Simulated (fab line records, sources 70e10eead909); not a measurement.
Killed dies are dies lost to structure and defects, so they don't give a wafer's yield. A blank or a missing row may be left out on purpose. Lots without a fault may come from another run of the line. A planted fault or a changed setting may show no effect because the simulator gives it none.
Chamber matching | flow nand_harc | NHARC_A_SLIT_DESCUM_14 on rie_diel-09: 4 sister chambers
The step chemistry O2, time 3 s. 4 wafers are shown with their chamber, then 9 later ones without.

WAFERS WITH THEIR CHAMBER
wafer  | chamber | showerhead_plenum_p_Torr (Torr)
L089.6 | 3       | 1.96
L088.4 | 0       | 2.04
L088.5 | 2       | 1.80
L088.6 | 1       | 1.89

WAFERS WITHOUT THEIR CHAMBER
wafer  | showerhead_plenum_p_Torr (Torr)
L090.2 | 1.96
L090.3 | 2.04
L090.6 | 2.04
L091.1 | 1.96
L091.4 | 1.80
L091.5 | 1.96
L093.2 | 1.80
L093.4 | 2.04
L093.6 | 1.88

WHICH CHAMBER EACH WENT THROUGH
wafer  | from the rows above | in truth
L090.2 | 3                   | 3
L090.3 | 0                   | 0
L090.6 | 0                   | 0
L091.1 | 3                   | 3
L091.4 | 2                   | 2
L091.5 | 3                   | 3
L093.2 | 2                   | 2
L093.4 | 0                   | 0
L093.6 | 1                   | 1
Placed correctly: 9 of 9. Can't be placed from these rows: 0. Placed wrongly: 0.
How it was worked out, from the rows above alone: a wafer's distance from a chamber is the root of the sum, over the readings, of the square of ((its reading less the chamber's mean) divided by the reading's scatter). The wafer belongs to the nearest chamber; if the next one is less than 2 further off, it can't be placed. A chamber's mean is the mean of its shown wafers. The scatter: with one shown wafer a chamber, the root of the mean of the squares of how far each hidden wafer lies from its nearest shown one.
